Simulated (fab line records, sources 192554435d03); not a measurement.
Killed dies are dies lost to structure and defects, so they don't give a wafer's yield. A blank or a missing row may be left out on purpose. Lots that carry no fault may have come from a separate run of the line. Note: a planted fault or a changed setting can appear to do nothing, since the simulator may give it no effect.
Matching of chambers / flow n5-finfet / rie-diel-03 running N5_BEOL_M8_ETCH_72: 4 sister chambers
The step etches underlayer in N2/H2, target depth 6.5 nm, time 5.2 s. 16 wafers are shown with their chamber, then 8 later ones without.

== WAFERS, EACH WITH ITS CHAMBER ==
wafer=L076.1; chamber=3; throttle-valve-pct (%)=17.45; showerhead-plenum-p-Torr (Torr)=2.46; oes-product-au (a.u.)=0.70
wafer=L076.2; chamber=2; throttle-valve-pct (%)=17.86; showerhead-plenum-p-Torr (Torr)=2.54; oes-product-au (a.u.)=0.59
wafer=L076.6; chamber=0; throttle-valve-pct (%)=17.97; showerhead-plenum-p-Torr (Torr)=2.49; oes-product-au (a.u.)=0.60
wafer=L083.1; chamber=0; throttle-valve-pct (%)=18.02; showerhead-plenum-p-Torr (Torr)=2.49; oes-product-au (a.u.)=0.60
wafer=L083.2; chamber=1; throttle-valve-pct (%)=18.03; showerhead-plenum-p-Torr (Torr)=2.58; oes-product-au (a.u.)=0.67
wafer=L083.3; chamber=2; throttle-valve-pct (%)=17.86; showerhead-plenum-p-Torr (Torr)=2.54; oes-product-au (a.u.)=0.58
wafer=L084.1; chamber=3; throttle-valve-pct (%)=17.47; showerhead-plenum-p-Torr (Torr)=2.45; oes-product-au (a.u.)=0.68
wafer=L084.3; chamber=1; throttle-valve-pct (%)=18.02; showerhead-plenum-p-Torr (Torr)=2.57; oes-product-au (a.u.)=0.68
wafer=L084.6; chamber=3; throttle-valve-pct (%)=17.46; showerhead-plenum-p-Torr (Torr)=2.45; oes-product-au (a.u.)=0.68
wafer=L086.4; chamber=1; throttle-valve-pct (%)=18.07; showerhead-plenum-p-Torr (Torr)=2.57; oes-product-au (a.u.)=0.66
wafer=L086.5; chamber=1; throttle-valve-pct (%)=18.05; showerhead-plenum-p-Torr (Torr)=2.57; oes-product-au (a.u.)=0.67
wafer=L086.6; chamber=0; throttle-valve-pct (%)=17.99; showerhead-plenum-p-Torr (Torr)=2.48; oes-product-au (a.u.)=0.60
wafer=L089.3; chamber=3; throttle-valve-pct (%)=17.49; showerhead-plenum-p-Torr (Torr)=2.45; oes-product-au (a.u.)=0.68
wafer=L089.4; chamber=0; throttle-valve-pct (%)=18.04; showerhead-plenum-p-Torr (Torr)=2.48; oes-product-au (a.u.)=0.59
wafer=L089.6; chamber=3; throttle-valve-pct (%)=17.49; showerhead-plenum-p-Torr (Torr)=2.44; oes-product-au (a.u.)=0.67
wafer=L092.1; chamber=3; throttle-valve-pct (%)=17.49; showerhead-plenum-p-Torr (Torr)=2.45; oes-product-au (a.u.)=0.67

SIGNATURES, as means of the wafers listed above
reading=throttle-valve-pct; chamber 0=18.0050; chamber 1=18.0425; chamber 2=17.8600; chamber 3=17.4750; scatter within a chamber=0.0222
reading=showerhead-plenum-p-Torr; chamber 0=2.4850; chamber 1=2.5725; chamber 2=2.5400; chamber 3=2.4500; scatter within a chamber=0.00559
reading=oes-product-au; chamber 0=0.5975; chamber 1=0.6700; chamber 2=0.5850; chamber 3=0.6800; scatter within a chamber=0.00878
Rule: for a wafer and a chamber, the distance is found by dividing, reading by reading, the gap between the wafer's reading and the chamber's mean by the reading's scatter, squaring, summing and taking the root. If the next closest chamber is less than 2 further off than the closest, the wafer can't be placed; otherwise it belongs to the closest. The scatter: the root of (the sum of the squares of (reading less its chamber's mean) over the shown wafers, divided by (wafers less chambers)).

== WAFERS WITH NO CHAMBER GIVEN ==
wafer=L092.4; throttle-valve-pct (%)=17.90; showerhead-plenum-p-Torr (Torr)=2.53; oes-product-au (a.u.)=0.58
wafer=L092.5; throttle-valve-pct (%)=18.09; showerhead-plenum-p-Torr (Torr)=2.57; oes-product-au (a.u.)=0.66
wafer=L094.2; throttle-valve-pct (%)=17.47; showerhead-plenum-p-Torr (Torr)=2.44; oes-product-au (a.u.)=0.67
wafer=L094.5; throttle-valve-pct (%)=18.06; showerhead-plenum-p-Torr (Torr)=2.57; oes-product-au (a.u.)=0.65
wafer=L094.6; throttle-valve-pct (%)=17.87; showerhead-plenum-p-Torr (Torr)=2.53; oes-product-au (a.u.)=0.58
wafer=L097.1; throttle-valve-pct (%)=17.91; showerhead-plenum-p-Torr (Torr)=2.53; oes-product-au (a.u.)=0.57
wafer=L097.2; throttle-valve-pct (%)=18.08; showerhead-plenum-p-Torr (Torr)=2.47; oes-product-au (a.u.)=0.58
wafer=L097.5; throttle-valve-pct (%)=17.91; showerhead-plenum-p-Torr (Torr)=2.53; oes-product-au (a.u.)=0.57

== WHICH CHAMBER EACH WENT THROUGH ==
wafer=L092.4; from the rows above=2; in truth=2
wafer=L092.5; from the rows above=1; in truth=1
wafer=L094.2; from the rows above=3; in truth=3
wafer=L094.5; from the rows above=1; in truth=1
wafer=L094.6; from the rows above=2; in truth=2
wafer=L097.1; from the rows above=2; in truth=2
wafer=L097.2; from the rows above=0; in truth=0
wafer=L097.5; from the rows above=2; in truth=2
Correct placement for 8 of the 8. Left unplaced by these rows: 0. Wrongly placed: 0.
